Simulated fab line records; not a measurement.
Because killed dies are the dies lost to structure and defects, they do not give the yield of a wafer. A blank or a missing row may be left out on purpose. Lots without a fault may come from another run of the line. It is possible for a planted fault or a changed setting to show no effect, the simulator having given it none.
Problem report in the 8D (eight disciplines) form, filled by code | flow n5-finfet | the parts of the form that need people (team, actions taken, sign-off) are left out

## 1. WHAT IS WRONG
killed_at_M4_up at N5_PASSIVATION_PROBE_49 reads a mean of 521 on 4 wafers of 2 lots; wafers without a fault read 13 with a standard deviation of 4.4. That is +99 or more standard deviations from the usual mean.
The first sign was on wafer L131.6 at day 14 17:30, on prober-02. Wafers with a number at this step in the record: 5, from 2 lots. The rule behind "out" and "out of limits": a value lying over 4 standard deviations away from the usual mean. Any other wafer with a number is counted as sound.

## 2. WHAT THIS IS AND IS NOT
question                    | is                                                                                                                                     | is not
which readings at this step | killed_at_M4_up, defect-limited-yield, killed-dies, killed-on-rim, sort_bin_5_function, sort_bin_6_memory, sort-n-pass, sort-yield-pct | killed_at_M0_to_M3, killed-at-contacts, killed-at-other, killed-open
which lots                  | L131, L132                                                                                                                             | -
which wafers of those lots  | L131.6, L132.2, L132.3, L132.5                                                                                                         | L131.5
read on which tools         | prober-02                                                                                                                              | -
when                        | from day 14 17:30                                                                                                                      | up to then (1 sound wafer)

## 3. WHAT RULES OUT EACH SUSPECT
Counting: any tool at a process step up to the reading remains a suspect provided it ran every lot that is out. Sound lots after the first of them don't rule it out here, since some wafers of a struck lot are sound.
- ecd-cu-01 at N5_BEOL_M9_ECD_50 (material Cu, target thk 318 nm): kept. It ran every lot that is out, first L131 (day 12 11:29).
- pvd-sputter-01 at N5_PASSIVATION_PRE_CLEAN_19: kept. It ran every lot that is out, first L131 (day 14 11:32).
- prober-02 at N5_PASSIVATION_PROBE_49: kept. It ran every lot that is out, first L131 (day 14 17:27). On those wafers its own readings are out: defect-limited-yield, killed_at_M4_up, killed-dies, killed-on-rim, sort_bin_5_function, sort_bin_6_memory, sort-n-pass, sort-yield-pct.
Left after counting: ecd-cu-01 at N5_BEOL_M9_ECD_50, pvd-sputter-01 at N5_PASSIVATION_PRE_CLEAN_19, prober-02 at N5_PASSIVATION_PROBE_49.

## 4. THE CAUSE (what the simulator had put in)
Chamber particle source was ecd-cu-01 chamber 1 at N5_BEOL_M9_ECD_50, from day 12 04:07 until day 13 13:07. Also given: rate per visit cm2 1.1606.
This tool is one of the 3 suspects left after counting.

## 5. THE EFFECT CHAIN, in route order
Each row: a reading where the mean over the struck wafers with a number is more than 3 standard deviations away from the usual. Readings are gone through only where the record gives a usual standard deviation; hours: the median, over the lots, of the time from a lot's start at the first step in this table giving one to that lot's start at this step; sigmas: the change measured in usual standard deviations.
hours | step                    | reading              | usual  | on struck wafers | change | sigmas
0     | N5_PASSIVATION_PROBE_49 | defect-limited-yield | 91.6 % | 49.9             | -41.7  | -26
0     | N5_PASSIVATION_PROBE_49 | killed_at_M4_up      | 13     | 521              | +508   | +99 or more
0     | N5_PASSIVATION_PROBE_49 | killed-dies          | 99     | 592              | +493   | +27
0     | N5_PASSIVATION_PROBE_49 | killed-on-rim        | 13     | 75               | +62    | +16
0     | N5_PASSIVATION_PROBE_49 | sort_bin_5_function  | 4.9 %  | 32.0             | +27.1  | +27
0     | N5_PASSIVATION_PROBE_49 | sort_bin_6_memory    | 3.2 %  | 14.8             | +11.6  | +16
0     | N5_PASSIVATION_PROBE_49 | sort-n-pass          | 1081   | 588              | -493   | -27
0     | N5_PASSIVATION_PROBE_49 | sort-yield-pct       | 91.6 % | 49.9             | -41.7  | -26
Process steps it contains:
- N5_PASSIVATION_PROBE_49

## 6. HOW IT WOULD HAVE BEEN CAUGHT EARLIER
In this record no reading fell out of limits until day 14 17:30, 61 hours after the fault had begun at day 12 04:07.
The start of N5_BEOL_M9_ECD_50 on ecd-cu-01 came by day 14 17:30 for every one of the lots that are out (2). Had the tool been put on hold then, not one of them would have been saved.
